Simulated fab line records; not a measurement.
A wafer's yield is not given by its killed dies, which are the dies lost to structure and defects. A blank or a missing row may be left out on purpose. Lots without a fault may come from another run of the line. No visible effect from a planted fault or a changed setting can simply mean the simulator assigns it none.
Which of the tools did it?	flow n5_finfet	at 1 step of a route of 1938, 6 lots with 18 wafers sampled

WHAT EACH GAUGE READ, for each wafer
N5_BEOL_M6_OCD_MEAS_38.
lot	measured	on	trench_depth_nm (nm)
L196	day 11 05:25	ocd-02	98.0 95.1 91.5
L201	day 11 11:59	ocd-01	98.9 94.8 97.1
L205	day 12 13:47	ocd-01	92.2 93.7 92.6
L207	day 13 15:56	ocd-02	93.9 94.6 94.7
L216	day 15 01:13	ocd-01	96.1 90.6 91.3
L219	day 17 14:37	ocd-02	95.7 94.0 96.2

EACH LOT AND THE TOOL THAT RAN IT (in order: tool; ch and the chambers of the sampled wafers; start)
The record holds no process step before these readings.

THE ANSWER, worked out from the rows above alone
Rule: the usual values come from the lots themselves. Put in order of their means at a reading, lots are off if they are a third of the lots or fewer, leave a main group of 4 or more, and stand apart from it by a gap of 3 or more times the standard deviation of the main group's means; of several such gaps the widest counts. A main group is skipped when, at the precision printed for the reading in the tables above, its means are all equal. Also off: a lot with no number at a reading for which 4 or more lots have one. Any other lot the step has rows for is counted as sound.
No lot is off on any of the readings shown, so nothing can be concluded from this.

WHAT HAD BEEN PUT IN BY THE SIMULATOR
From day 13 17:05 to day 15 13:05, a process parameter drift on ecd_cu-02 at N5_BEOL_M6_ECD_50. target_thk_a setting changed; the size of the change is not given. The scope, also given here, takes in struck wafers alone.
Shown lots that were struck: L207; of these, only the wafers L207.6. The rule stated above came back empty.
